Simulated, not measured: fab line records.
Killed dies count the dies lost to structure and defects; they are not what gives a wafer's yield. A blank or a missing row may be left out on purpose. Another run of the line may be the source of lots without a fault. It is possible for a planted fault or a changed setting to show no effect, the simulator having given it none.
Which tool is to blame?	flow n5 finfet	Sampling: 10 lots, 30 wafers, 4 of 1938 route steps

## WHAT THE GAUGES SHOWED, per wafer
N5_BEOL_M6_OVL_MEAS_29.
lot	measured	on	V5_OVL (nm)
L816	day 9 09:02	overlay-01	-0.7 -1.1 -0.9
L818	day 9 16:23	overlay-02	-0.6 0.0 -1.4
L819	day 10 12:04	overlay-02	-0.1 -0.7 -0.8
L820	day 10 22:31	overlay-01	0.9 0.9 1.4
L829	day 13 06:37	overlay-01	-0.1 0.2 -0.1
L834	day 14 08:00	overlay-02	-0.4 -0.6 -0.4
L835	day 14 08:52	overlay-01	0.0 0.9 0.8
L836	day 14 13:04	overlay-02	-1.3 -0.9 -0.4
L837	day 14 19:11	overlay-01	0.5 0.3 0.8
L839	day 15 21:38	overlay-02	1.1 0.8 1.1

N5_BEOL_M6_CD_MEAS_35: target cd 40 nm, target cd y 28 nm.
lot	measured	on	cd nm (nm)
L816	day 9 09:53	cd sem-01	40.9 41.5 41.2
L818	day 9 17:15	cd sem-01	40.0 39.6 39.5
L819	day 10 12:49	cd sem-02	39.9 39.6 39.2
L820	day 10 23:19	cd sem-02	39.7 40.2 40.2
L829	day 13 07:20	cd sem-02	39.8 40.4 40.1
L834	day 14 08:41	cd sem-03	40.1 40.6 40.3
L835	day 14 09:33	cd sem-03	39.4 38.8 39.0
L836	day 14 13:50	cd sem-03	41.0 41.8 40.4
L837	day 14 20:14	cd sem-02	40.2 39.9 40.1
L839	day 15 22:36	cd sem-01	39.0 39.2 39.9

## EACH LOT AND THE TOOL THAT RAN IT (in order: tool; ch and the chambers of the sampled wafers; start)
lot	N5_BEOL_M6_STRIP_19	N5_BEOL_M6_TRENCH_ETCH_37
L816	rie diel-05 ch 0,1,2, day 9 04:39	rie diel-04 ch 0,1,3, day 9 09:35
L818	rie diel-04 ch 0,2,3, day 9 14:28	rie diel-05 ch 2,3, day 9 16:56
L819	rie diel-05 ch 1,2, day 10 11:40	rie diel-04 ch 1,2,3, day 10 12:31
L820	rie diel-05 ch 0,1, day 10 18:43	rie diel-05 ch 0,1,2, day 10 23:01
L829	rie diel-02 ch 0,1, day 13 05:54	rie diel-02 ch 0,1, day 13 07:01
L834	rie diel-05 ch 0,1,3, day 14 06:55	rie diel-04 ch 1,2,3, day 14 08:22
L835	rie diel-05 ch 2,3, day 14 08:25	rie diel-05 ch 1,2,3, day 14 09:13
L836	rie diel-04 ch 0,2, day 14 11:48	rie diel-04 ch 0,1,2, day 14 13:31
L837	rie diel-04 ch 1,2, day 14 18:19	rie diel-04 ch 0,2, day 14 19:55
L839	rie diel-02 ch 0,3, day 15 19:26	rie diel-05 ch 1,2, day 15 22:17
- N5_BEOL_M6_STRIP_19: strips in O2.
- N5_BEOL_M6_TRENCH_ETCH_37: etches SiCOH lowk in C4F6/O2, target depth 94.435 nm, time 31.5 s.

## WHAT THE TOOLS THEMSELVES READ (means of the sampled wafers that have a number; where no wafer has one, the mark that the record gives instead)
N5_BEOL_M6_STRIP_19.
lot	tool	drypump motor current A (A)	oes product au (a.u.)	rf vpp V (V)	showerhead plenum p Torr (Torr)	throttle valve pct (%)
L816	rie diel-05	5.6	0.81	3.5	2.11	16.60
L818	rie diel-04	6.2	0.82	4.1	2.11	16.62
L819	rie diel-05	5.5	0.79	3.3	2.02	16.70
L820	rie diel-05	5.5	0.74	4.1	2.09	16.63
L829	rie diel-02	5.4	0.80	3.2	2.20	16.51
L834	rie diel-05	5.7	0.78	3.6	2.07	16.65
L835	rie diel-05	6.0	0.86	3.8	2.19	16.56
L836	rie diel-04	6.2	0.81	4.0	2.08	16.73
L837	rie diel-04	6.1	0.91	3.7	2.16	16.42
L839	rie diel-02	5.7	0.71	3.1	2.17	16.57

N5_BEOL_M6_TRENCH_ETCH_37.
lot	tool	bias w (W)	drypump motor current A (A)	mfc ar sccm (sccm)	oes product au (a.u.)	rf vpp V (V)	showerhead plenum p Torr (Torr)	throttle valve pct (%)
L816	rie diel-04	185.0	6.2	300.8	0.78	664	2.84	20.74
L818	rie diel-05	184.9	6.0	300.2	0.84	671	2.99	20.94
L819	rie diel-04	184.9	6.1	299.1	0.76	664	2.76	20.90
L820	rie diel-05	185.1	5.6	300.9	0.78	671	2.87	20.89
L829	rie diel-02	182.4	5.4	300.7	0.77	661	2.98	20.87
L834	rie diel-04	185.0	6.1	300.0	0.82	667	2.85	20.82
L835	rie diel-05	185.5	5.8	300.5	0.81	667	2.84	20.95
L836	rie diel-04	185.1	6.2	300.2	0.86	665	2.92	20.80
L837	rie diel-04	184.3	6.3	300.6	0.81	665	2.91	20.89
L839	rie diel-05	184.9	5.7	299.7	0.77	672	2.88	21.02

## THE ANSWER, worked out from the rows above alone
Rule: usual is defined by the lots themselves. Put in order of their means at a reading, lots are off if they are a third of the lots or fewer, leave a main group of 4 or more, and stand apart from it by a gap of 3 or more times the standard deviation of the main group's means; of several such gaps the widest counts. If all means in a main group match to the digits the tables above print for the reading, that group is not used. A lot without any number at a reading at which 4 lots or more have one is off too. Where the step has rows for the other lots, those lots are counted as sound. Order of review: gauges by route order, followed by the tools' own readings, for which a lot's mean as printed above is used. The first step at which some lot is off is used, and at that step the reading that is off furthest; a lot without a number counts as furthest.
Off: L829, at N5_BEOL_M6_TRENCH_ETCH_37 (bias w). The main group has a mean of 185.0 W with a standard deviation of 0.29.
A tool fits if, at that step or a process step before it, it ran every lot that is off, and no sound lot after the first of them. One candidate fits, namely rie diel-02 at N5_BEOL_M6_TRENCH_ETCH_37. It ran no sound lot before its first lot that is off in this sample, so the start can't be narrowed down.
The tool's own readings at N5_BEOL_M6_TRENCH_ETCH_37 bear it out: on the lots that are off they differ by more than 5 times the standard deviation of the sound lots' means. bias w reads 182.4 W there against 185.0 W on the sound lots.

## WHAT THE SIMULATOR HAD INSERTED
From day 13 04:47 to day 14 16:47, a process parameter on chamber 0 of rie diel-02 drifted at N5_BEOL_M6_TRENCH_ETCH_37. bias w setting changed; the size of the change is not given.
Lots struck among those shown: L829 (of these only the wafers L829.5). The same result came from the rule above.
